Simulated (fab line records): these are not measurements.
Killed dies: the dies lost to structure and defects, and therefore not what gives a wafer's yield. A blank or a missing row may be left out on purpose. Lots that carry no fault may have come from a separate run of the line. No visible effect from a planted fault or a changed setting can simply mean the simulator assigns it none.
What tool caused it? / flow nand_harc / Sampling: 24 lots, 72 wafers, 3 of 1302 route steps

WHAT EACH GAUGE READ, for each wafer
NHARC_A_M0_INSPECT_27. Usual: 530 for raw_defect_count, sd 130.
lot=L077; measured=day 23 17:21; on=defect_inspect-02; raw_defect_count=496 764 569; flag=
lot=L074; measured=day 23 19:47; on=defect_inspect-02; raw_defect_count=461 481 425; flag=
lot=L075; measured=day 24 03:16; on=defect_inspect-01; raw_defect_count=366 417 631; flag=
lot=L076; measured=day 24 08:03; on=defect_inspect-01; raw_defect_count=514 506 475; flag=
lot=L078; measured=day 25 00:30; on=defect_inspect-02; raw_defect_count=444 488 590; flag=
lot=L079; measured=day 25 04:17; on=defect_inspect-02; raw_defect_count=602 418 401; flag=
lot=L081; measured=day 25 10:59; on=defect_inspect-02; raw_defect_count=440 439 373; flag=
lot=L080; measured=day 25 13:43; on=defect_inspect-02; raw_defect_count=458 578 465; flag=
lot=L082; measured=day 26 16:22; on=defect_inspect-02; raw_defect_count=493 382 428; flag=
lot=L083; measured=day 27 08:13; on=defect_inspect-01; raw_defect_count=639 446 379; flag=
lot=L084; measured=day 27 08:42; on=defect_inspect-02; raw_defect_count=571 568 597; flag=
lot=L085; measured=day 27 14:47; on=defect_inspect-01; raw_defect_count=473 427 426; flag=
lot=L086; measured=day 27 20:03; on=defect_inspect-02; raw_defect_count=541 529 611; flag=
lot=L087; measured=day 28 00:56; on=defect_inspect-01; raw_defect_count=714 853 698; flag=
lot=L089; measured=day 28 20:53; on=defect_inspect-01; raw_defect_count=514 778 710; flag=
lot=L088; measured=day 28 22:11; on=defect_inspect-01; raw_defect_count=473 359 636; flag=
lot=L090; measured=day 30 09:16; on=defect_inspect-02; raw_defect_count=682 426 417; flag=
lot=L092; measured=day 30 16:38; on=defect_inspect-02; raw_defect_count=462 408 456; flag=
lot=L091; measured=day 30 18:26; on=defect_inspect-01; raw_defect_count=494 355 455; flag=
lot=L093; measured=day 30 20:58; on=defect_inspect-02; raw_defect_count=351 411 476; flag=
lot=L094; measured=day 31 01:26; on=defect_inspect-01; raw_defect_count=653 415 556; flag=
lot=L095; measured=day 32 01:49; on=defect_inspect-01; raw_defect_count=373 376 514; flag=
lot=L097; measured=day 32 13:40; on=defect_inspect-01; raw_defect_count=699 519 529; flag=
lot=L096; measured=day 33 01:20; on=defect_inspect-02; raw_defect_count=774 726 707; flag=

NHARC_A_M1_CD_MEAS_09: target cd 120 nm. Usual: 120.1 nm for cd_nm, sd 0.71.
lot=L077; measured=day 23 18:48; on=cd_sem-02; cd_nm (nm)=120.0 119.2 120.4; flag=
lot=L074; measured=day 23 21:21; on=cd_sem-01; cd_nm (nm)=119.3 119.8 119.2; flag=
lot=L075; measured=day 24 04:50; on=cd_sem-02; cd_nm (nm)=120.1 120.1 119.7; flag=
lot=L076; measured=day 24 09:39; on=cd_sem-02; cd_nm (nm)=118.9 120.6 119.3; flag=
lot=L078; measured=day 25 01:54; on=cd_sem-01; cd_nm (nm)=120.4 120.0 120.1; flag=
lot=L079; measured=day 25 05:40; on=cd_sem-03; cd_nm (nm)=120.5 120.3 120.5; flag=
lot=L081; measured=day 25 12:23; on=cd_sem-01; cd_nm (nm)=118.8 119.1 119.5; flag=
lot=L080; measured=day 25 15:05; on=cd_sem-01; cd_nm (nm)=120.8 121.4 120.7; flag=
lot=L082; measured=day 26 17:45; on=cd_sem-01; cd_nm (nm)=120.0 121.3 121.3; flag=
lot=L083; measured=day 27 09:35; on=cd_sem-03; cd_nm (nm)=120.6 120.6 120.6; flag=
lot=L084; measured=day 27 10:18; on=cd_sem-03; cd_nm (nm)=120.4 121.2 120.6; flag=
lot=L085; measured=day 27 16:10; on=cd_sem-01; cd_nm (nm)=119.6 119.8 118.9; flag=
lot=L086; measured=day 27 21:19; on=cd_sem-02; cd_nm (nm)=120.4 119.7 121.0; flag=
lot=L087; measured=day 28 02:13; on=cd_sem-02; cd_nm (nm)=119.8 119.0 119.9; flag=
lot=L089; measured=day 28 22:08; on=cd_sem-03; cd_nm (nm)=120.3 119.5 119.1; flag=
lot=L088; measured=day 28 23:37; on=cd_sem-03; cd_nm (nm)=120.5 120.3 121.3; flag=
lot=L090; measured=day 30 10:32; on=cd_sem-01; cd_nm (nm)=119.8 119.9 120.4; flag=
lot=L092; measured=day 30 18:01; on=cd_sem-01; cd_nm (nm)=121.9 121.5 121.1; flag=
lot=L091; measured=day 30 19:44; on=cd_sem-03; cd_nm (nm)=119.8 119.4 119.6; flag=
lot=L093; measured=day 30 22:22; on=cd_sem-03; cd_nm (nm)=119.8 120.2 120.2; flag=
lot=L094; measured=day 31 02:47; on=cd_sem-02; cd_nm (nm)=119.7 119.8 119.8; flag=
lot=L095; measured=day 32 03:12; on=cd_sem-03; cd_nm (nm)=120.0 120.0 120.5; flag=
lot=L097; measured=day 32 15:04; on=cd_sem-02; cd_nm (nm)=120.3 120.5 119.2; flag=
lot=L096; measured=day 33 02:53; on=cd_sem-02; cd_nm (nm)=120.6 121.1 120.4; flag=

EACH LOT AND THE TOOL THAT RAN IT (in order: tool; ch and the chambers of the sampled wafers; start)
lot=L077; NHARC_A_M0_ETCH_15=rie_diel-05 ch 1,2, day 23 17:21 or earlier
lot=L074; NHARC_A_M0_ETCH_15=rie_diel-06 ch 0,2,3, day 23 19:47 or earlier
lot=L075; NHARC_A_M0_ETCH_15=rie_diel-05 ch 2,3, day 24 03:16 or earlier
lot=L076; NHARC_A_M0_ETCH_15=rie_diel-05 ch 0,2,3, day 24 08:03 or earlier
lot=L078; NHARC_A_M0_ETCH_15=rie_diel-06 ch 1,2, day 25 00:30 or earlier
lot=L079; NHARC_A_M0_ETCH_15=rie_diel-01 ch 0,1, day 25 04:17 or earlier
lot=L081; NHARC_A_M0_ETCH_15=rie_diel-01 ch 2,3, day 25 10:59 or earlier
lot=L080; NHARC_A_M0_ETCH_15=rie_diel-06 ch 0,2,3, day 25 13:43 or earlier
lot=L082; NHARC_A_M0_ETCH_15=rie_diel-05 ch 0,1,2, day 26 16:22 or earlier
lot=L083; NHARC_A_M0_ETCH_15=rie_diel-01 ch 0,1,3, day 27 08:13 or earlier
lot=L084; NHARC_A_M0_ETCH_15=rie_diel-05 ch 0,2,3, day 27 08:42 or earlier
lot=L085; NHARC_A_M0_ETCH_15=rie_diel-01 ch 1,2,3, day 27 14:47 or earlier
lot=L086; NHARC_A_M0_ETCH_15=rie_diel-01 ch 0,2, day 27 20:03 or earlier
lot=L087; NHARC_A_M0_ETCH_15=rie_diel-01 ch 0,1, day 28 00:56 or earlier
lot=L089; NHARC_A_M0_ETCH_15=rie_diel-05 ch 0,3, day 28 20:53 or earlier
lot=L088; NHARC_A_M0_ETCH_15=rie_diel-05 ch 0,1,3, day 28 22:11 or earlier
lot=L090; NHARC_A_M0_ETCH_15=rie_diel-05 ch 1,2, day 30 09:16 or earlier
lot=L092; NHARC_A_M0_ETCH_15=rie_diel-05 ch 0,2,3, day 30 16:38 or earlier
lot=L091; NHARC_A_M0_ETCH_15=rie_diel-01 ch 0,1,3, day 30 18:26 or earlier
lot=L093; NHARC_A_M0_ETCH_15=rie_diel-05 ch 0,2,3, day 30 20:58 or earlier
lot=L094; NHARC_A_M0_ETCH_15=rie_diel-01 ch 1,2, day 31 01:26 or earlier
lot=L095; NHARC_A_M0_ETCH_15=rie_diel-05 ch 0,1,3, day 32 01:49 or earlier
lot=L097; NHARC_A_M0_ETCH_15=rie_diel-06 ch 1,2, day 32 13:40 or earlier
lot=L096; NHARC_A_M0_ETCH_15=rie_diel-01 ch 1,3, day 33 01:20 or earlier
- NHARC_A_M0_ETCH_15: etches the open film in C4F8/Ar, target depth 150 nm, overetch 15 nm, time 82.5 s.

WHAT THE TOOLS THEMSELVES READ (means of the sampled wafers that have a number; where no wafer has one, the mark that the record gives instead)
NHARC_A_M0_ETCH_15. Usual: oes_product_au 0.948 a.u., standard deviation 0.022; rf_vpp_V 440.6 V, standard deviation 2.8.
lot=L077; tool=rie_diel-05; oes_product_au (a.u.)=0.930; rf_vpp_V (V)=440.3; flag=
lot=L074; tool=rie_diel-06; oes_product_au (a.u.)=0.949; rf_vpp_V (V)=440.7; flag=
lot=L075; tool=rie_diel-05; oes_product_au (a.u.)=0.927; rf_vpp_V (V)=441.1; flag=
lot=L076; tool=rie_diel-05; oes_product_au (a.u.)=0.924; rf_vpp_V (V)=441.1; flag=
lot=L078; tool=rie_diel-06; oes_product_au (a.u.)=0.924; rf_vpp_V (V)=437.5; flag=
lot=L079; tool=rie_diel-01; oes_product_au (a.u.)=0.982; rf_vpp_V (V)=439.4; flag=
lot=L081; tool=rie_diel-01; oes_product_au (a.u.)=0.957; rf_vpp_V (V)=442.4; flag=
lot=L080; tool=rie_diel-06; oes_product_au (a.u.)=0.927; rf_vpp_V (V)=441.7; flag=
lot=L082; tool=rie_diel-05; oes_product_au (a.u.)=0.985; rf_vpp_V (V)=440.2; flag=
lot=L083; tool=rie_diel-01; oes_product_au (a.u.)=0.963; rf_vpp_V (V)=439.0; flag=
lot=L084; tool=rie_diel-05; oes_product_au (a.u.)=0.970; rf_vpp_V (V)=441.7; flag=
lot=L085; tool=rie_diel-01; oes_product_au (a.u.)=0.967; rf_vpp_V (V)=441.6; flag=
lot=L086; tool=rie_diel-01; oes_product_au (a.u.)=0.949; rf_vpp_V (V)=439.6; flag=
lot=L087; tool=rie_diel-01; oes_product_au (a.u.)=0.976; rf_vpp_V (V)=438.3; flag=
lot=L089; tool=rie_diel-05; oes_product_au (a.u.)=0.930; rf_vpp_V (V)=443.6; flag=
lot=L088; tool=rie_diel-05; oes_product_au (a.u.)=0.926; rf_vpp_V (V)=442.0; flag=
lot=L090; tool=rie_diel-05; oes_product_au (a.u.)=0.951; rf_vpp_V (V)=439.0; flag=
lot=L092; tool=rie_diel-05; oes_product_au (a.u.)=0.928; rf_vpp_V (V)=442.0; flag=
lot=L091; tool=rie_diel-01; oes_product_au (a.u.)=0.974; rf_vpp_V (V)=438.8; flag=
lot=L093; tool=rie_diel-05; oes_product_au (a.u.)=0.968; rf_vpp_V (V)=441.6; flag=
lot=L094; tool=rie_diel-01; oes_product_au (a.u.)=0.931; rf_vpp_V (V)=444.5; flag=
lot=L095; tool=rie_diel-05; oes_product_au (a.u.)=0.931; rf_vpp_V (V)=441.3; flag=
lot=L097; tool=rie_diel-06; oes_product_au (a.u.)=0.912; rf_vpp_V (V)=439.0; flag=
lot=L096; tool=rie_diel-01; oes_product_au (a.u.)=0.959; rf_vpp_V (V)=439.7; flag=

THE ANSWER, worked out from the rows above alone
Rule: a lot is off if the mean of its wafers that have a number lies more than 3 standard deviations from the usual mean. A lot without any number at a reading at which 4 lots or more have one is off too. All remaining lots with rows at the step are treated as sound. The gauges are gone through in route order, then the tools' own readings, and for those a lot's mean is taken as printed above. At the first step where some lot is off, the reading lying furthest off is the one used; lots without a number count as furthest.
None of the lots is off at any reading shown; this tells nothing.

WHAT THE SIMULATOR HAD PUT IN
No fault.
